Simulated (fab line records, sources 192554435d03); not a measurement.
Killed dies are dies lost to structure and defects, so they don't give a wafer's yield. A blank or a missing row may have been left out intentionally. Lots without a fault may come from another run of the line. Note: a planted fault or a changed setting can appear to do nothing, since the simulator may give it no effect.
Lot-split experiment || flow n5-finfet || on a route of 1938 steps: 7 lots, 39 wafers read

== ABOUT THE SPLIT ==
At N5_BEOL_M2_DEP_57 (deposits SiCN from 3MS/NH3, target thk 8 nm, time 14 s), the setting time-s was moved away from the recipe's 14 s on 15 of the 39 wafers read, by -43.5% to +55.1%. This setting was run at the recipe's value on the other wafers.

The reading comes from the split's own step.

== THE READING ==
SiCN_of_BEOL_M2_DEP_57.thk-nm (the simulator's own value, which no gauge read), in nm, at N5_BEOL_M2_DEP_57 (deposits SiCN from 3MS/NH3, target thk 8 nm, time 14 s). The file gives no usual value for it. Here, 24 wafers ran the recipe; their average is 8.1 nm with a standard deviation of 0.15 nm.

{"wafer": "L074.1", "tool, chamber at the split": "pecvd-03, 0", "time-s as run, s": 16.44, "against the recipe": "+17.4%", "SiCN_of_BEOL_M2_DEP_57.thk-nm, nm": 9.2, "against lot-mates on the recipe": "+1.2"}
{"wafer": "L074.2", "tool, chamber at the split": "pecvd-03, 2", "time-s as run, s": 14, "against the recipe": "recipe", "SiCN_of_BEOL_M2_DEP_57.thk-nm, nm": 7.8, "against lot-mates on the recipe": "-"}
{"wafer": "L074.3", "tool, chamber at the split": "pecvd-03, 1,2", "time-s as run, s": 16.44, "against the recipe": "+17.4%", "SiCN_of_BEOL_M2_DEP_57.thk-nm, nm": 9.4, "against lot-mates on the recipe": "+1.4"}
{"wafer": "L074.6", "tool, chamber at the split": "pecvd-03, 1,2", "time-s as run, s": 16.44, "against the recipe": "+17.4%", "SiCN_of_BEOL_M2_DEP_57.thk-nm, nm": 9.4, "against lot-mates on the recipe": "+1.4"}
{"wafer": "L074.4", "tool, chamber at the split": "pecvd-03, 1", "time-s as run, s": 14, "against the recipe": "recipe", "SiCN_of_BEOL_M2_DEP_57.thk-nm, nm": 8, "against lot-mates on the recipe": "-"}
{"wafer": "L074.5", "tool, chamber at the split": "pecvd-03, 0", "time-s as run, s": 14, "against the recipe": "recipe", "SiCN_of_BEOL_M2_DEP_57.thk-nm, nm": 8.2, "against lot-mates on the recipe": "-"}
{"wafer": "L077.2", "tool, chamber at the split": "pecvd-04, 1,2,1", "time-s as run, s": 14, "against the recipe": "recipe", "SiCN_of_BEOL_M2_DEP_57.thk-nm, nm": 8, "against lot-mates on the recipe": "-"}
{"wafer": "L077.4", "tool, chamber at the split": "pecvd-04, 1,2,1", "time-s as run, s": 14, "against the recipe": "recipe", "SiCN_of_BEOL_M2_DEP_57.thk-nm, nm": 8, "against lot-mates on the recipe": "-"}
{"wafer": "L077.6", "tool, chamber at the split": "pecvd-04, 1,2,1", "time-s as run, s": 14, "against the recipe": "recipe", "SiCN_of_BEOL_M2_DEP_57.thk-nm, nm": 8, "against lot-mates on the recipe": "-"}
{"wafer": "L080.1", "tool, chamber at the split": "pecvd-03, 0", "time-s as run, s": 20.72, "against the recipe": "+48.0%", "SiCN_of_BEOL_M2_DEP_57.thk-nm, nm": 11.6, "against lot-mates on the recipe": "+3.6"}
{"wafer": "L080.2", "tool, chamber at the split": "pecvd-03, 1", "time-s as run, s": 20.72, "against the recipe": "+48.0%", "SiCN_of_BEOL_M2_DEP_57.thk-nm, nm": 11.8, "against lot-mates on the recipe": "+3.8"}
{"wafer": "L080.3", "tool, chamber at the split": "pecvd-03, 2,2,1", "time-s as run, s": 14, "against the recipe": "recipe", "SiCN_of_BEOL_M2_DEP_57.thk-nm, nm": 8, "against lot-mates on the recipe": "-"}
{"wafer": "L080.4", "tool, chamber at the split": "pecvd-03, 2,2,1", "time-s as run, s": 14, "against the recipe": "recipe", "SiCN_of_BEOL_M2_DEP_57.thk-nm, nm": 8, "against lot-mates on the recipe": "-"}
{"wafer": "L080.6", "tool, chamber at the split": "pecvd-03, 2,2,1", "time-s as run, s": 14, "against the recipe": "recipe", "SiCN_of_BEOL_M2_DEP_57.thk-nm, nm": 8, "against lot-mates on the recipe": "-"}
{"wafer": "L080.5", "tool, chamber at the split": "pecvd-03, 0", "time-s as run, s": 20.72, "against the recipe": "+48.0%", "SiCN_of_BEOL_M2_DEP_57.thk-nm, nm": 12, "against lot-mates on the recipe": "+4.0"}
{"wafer": "L087.1", "tool, chamber at the split": "pecvd-03, 2,1,1", "time-s as run, s": 14, "against the recipe": "recipe", "SiCN_of_BEOL_M2_DEP_57.thk-nm, nm": 8, "against lot-mates on the recipe": "-"}
{"wafer": "L087.3", "tool, chamber at the split": "pecvd-03, 2,1,1", "time-s as run, s": 14, "against the recipe": "recipe", "SiCN_of_BEOL_M2_DEP_57.thk-nm, nm": 8, "against lot-mates on the recipe": "-"}
{"wafer": "L087.4", "tool, chamber at the split": "pecvd-03, 2,1,1", "time-s as run, s": 14, "against the recipe": "recipe", "SiCN_of_BEOL_M2_DEP_57.thk-nm, nm": 8, "against lot-mates on the recipe": "-"}
{"wafer": "L087.2", "tool, chamber at the split": "pecvd-03, 0", "time-s as run, s": 7.907, "against the recipe": "-43.5%", "SiCN_of_BEOL_M2_DEP_57.thk-nm, nm": 4.6, "against lot-mates on the recipe": -3.4}
{"wafer": "L087.5", "tool, chamber at the split": "pecvd-03, 0,2", "time-s as run, s": 7.907, "against the recipe": "-43.5%", "SiCN_of_BEOL_M2_DEP_57.thk-nm, nm": 4.8, "against lot-mates on the recipe": -3.2}
{"wafer": "L087.6", "tool, chamber at the split": "pecvd-03, 0,2", "time-s as run, s": 7.907, "against the recipe": "-43.5%", "SiCN_of_BEOL_M2_DEP_57.thk-nm, nm": 4.8, "against lot-mates on the recipe": -3.2}
{"wafer": "L090.1", "tool, chamber at the split": "pecvd-04, 1,2", "time-s as run, s": 14, "against the recipe": "recipe", "SiCN_of_BEOL_M2_DEP_57.thk-nm, nm": 8.2, "against lot-mates on the recipe": "-"}
{"wafer": "L090.2", "tool, chamber at the split": "pecvd-04, 1,2", "time-s as run, s": 14, "against the recipe": "recipe", "SiCN_of_BEOL_M2_DEP_57.thk-nm, nm": 8.2, "against lot-mates on the recipe": "-"}
{"wafer": "L090.3", "tool, chamber at the split": "pecvd-04, 0", "time-s as run, s": 17.67, "against the recipe": "+26.2%", "SiCN_of_BEOL_M2_DEP_57.thk-nm, nm": 9.8, "against lot-mates on the recipe": "+1.5"}
{"wafer": "L090.4", "tool, chamber at the split": "pecvd-04, 1", "time-s as run, s": 14, "against the recipe": "recipe", "SiCN_of_BEOL_M2_DEP_57.thk-nm, nm": 8.4, "against lot-mates on the recipe": "-"}
{"wafer": "L090.5", "tool, chamber at the split": "pecvd-04, 0", "time-s as run, s": 17.67, "against the recipe": "+26.2%", "SiCN_of_BEOL_M2_DEP_57.thk-nm, nm": 10, "against lot-mates on the recipe": "+1.7"}
{"wafer": "L090.6", "tool, chamber at the split": "pecvd-04, 2", "time-s as run, s": 17.67, "against the recipe": "+26.2%", "SiCN_of_BEOL_M2_DEP_57.thk-nm, nm": 10.4, "against lot-mates on the recipe": "+2.1"}
{"wafer": "L095.1", "tool, chamber at the split": "pecvd-04, 0", "time-s as run, s": 14, "against the recipe": "recipe", "SiCN_of_BEOL_M2_DEP_57.thk-nm, nm": 8, "against lot-mates on the recipe": "-"}
{"wafer": "L095.5", "tool, chamber at the split": "pecvd-04, 0", "time-s as run, s": 14, "against the recipe": "recipe", "SiCN_of_BEOL_M2_DEP_57.thk-nm, nm": 8, "against lot-mates on the recipe": "-"}
{"wafer": "L095.2", "tool, chamber at the split": "pecvd-04, 2", "time-s as run, s": 14, "against the recipe": "recipe", "SiCN_of_BEOL_M2_DEP_57.thk-nm, nm": 8.4, "against lot-mates on the recipe": "-"}
{"wafer": "L095.6", "tool, chamber at the split": "pecvd-04, 2", "time-s as run, s": 14, "against the recipe": "recipe", "SiCN_of_BEOL_M2_DEP_57.thk-nm, nm": 8.4, "against lot-mates on the recipe": "-"}
{"wafer": "L095.3", "tool, chamber at the split": "pecvd-04, 1", "time-s as run, s": 14, "against the recipe": "recipe", "SiCN_of_BEOL_M2_DEP_57.thk-nm, nm": 8.2, "against lot-mates on the recipe": "-"}
{"wafer": "L095.4", "tool, chamber at the split": "pecvd-04, 1", "time-s as run, s": 14, "against the recipe": "recipe", "SiCN_of_BEOL_M2_DEP_57.thk-nm, nm": 8.2, "against lot-mates on the recipe": "-"}
{"wafer": "L096.1", "tool, chamber at the split": "pecvd-03, 1,0", "time-s as run, s": 21.71, "against the recipe": "+55.1%", "SiCN_of_BEOL_M2_DEP_57.thk-nm, nm": 12.4, "against lot-mates on the recipe": "+4.3"}
{"wafer": "L096.5", "tool, chamber at the split": "pecvd-03, 1,0", "time-s as run, s": 21.71, "against the recipe": "+55.1%", "SiCN_of_BEOL_M2_DEP_57.thk-nm, nm": 12.4, "against lot-mates on the recipe": "+4.3"}
{"wafer": "L096.2", "tool, chamber at the split": "pecvd-03, 0", "time-s as run, s": 21.71, "against the recipe": "+55.1%", "SiCN_of_BEOL_M2_DEP_57.thk-nm, nm": 12.2, "against lot-mates on the recipe": "+4.1"}
{"wafer": "L096.3", "tool, chamber at the split": "pecvd-03, 2", "time-s as run, s": 14, "against the recipe": "recipe", "SiCN_of_BEOL_M2_DEP_57.thk-nm, nm": 8, "against lot-mates on the recipe": "-"}
{"wafer": "L096.4", "tool, chamber at the split": "pecvd-03, 2", "time-s as run, s": 14, "against the recipe": "recipe", "SiCN_of_BEOL_M2_DEP_57.thk-nm, nm": 8, "against lot-mates on the recipe": "-"}
{"wafer": "L096.6", "tool, chamber at the split": "pecvd-03, 1", "time-s as run, s": 14, "against the recipe": "recipe", "SiCN_of_BEOL_M2_DEP_57.thk-nm, nm": 8.2, "against lot-mates on the recipe": "-"}
Rows listing several chambers each stand for several wafers; the file does not say which wafer went through which chamber.

THE FIT
A straight line over all 39 wafers: SiCN_of_BEOL_M2_DEP_57.thk-nm changes by +0.0769 nm for each +1% of time-s; r = +1.00; the points scatter about the line by 0.16 nm.
The same after taking each lot's own level away (the mean of its wafers on the recipe; 39 wafers): +0.0766 nm for each +1%; r = +1.00; scatter 0.15 nm.
On that fit, the largest move of time-s shifts the reading by 4.2 nm.
Across the lots, their own levels run from 8.00 to 8.27 nm, a range of 1.7 times the standard deviation given above.
The two slopes are in agreement: the lot-to-lot level therefore moves the slope only a little.
Check: with one of the wafers moved furthest among these (+55.1%) left out of the fit, the line predicts +4.2 nm for it against its lot-mates. Against them it came out at +4.33 nm.

== THE OTHER SPLITS THESE WAFERS WENT THROUGH ==
These wafers also went through other splits before the reading. Each is held against what the fit with the lots' levels taken away leaves over:
{"other split on the same wafers": "N5_FIN_SAQP_HM_DEP_72 target-thk-a", "wafers away from the commonest value": 15, "r with SiCN_of_BEOL_M2_DEP_57.thk-nm (lot level and that fit taken away)": "+0.07"}
{"other split on the same wafers": "N5_SD_EPI_N_DEVELOP_08 develop-time-s", "wafers away from the commonest value": 15, "r with SiCN_of_BEOL_M2_DEP_57.thk-nm (lot level and that fit taken away)": -0.03}
{"other split on the same wafers": "N5_BEOL_M0_SAQP_SPACER1_ALD_98 ald-cycles", "wafers away from the commonest value": 12, "r with SiCN_of_BEOL_M2_DEP_57.thk-nm (lot level and that fit taken away)": -0.08}

== FILE'S OWN FIT ==
SiCN_of_BEOL_M2_DEP_57.thk-nm changes by +0.0766 nm for each +1% of time-s, r = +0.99.
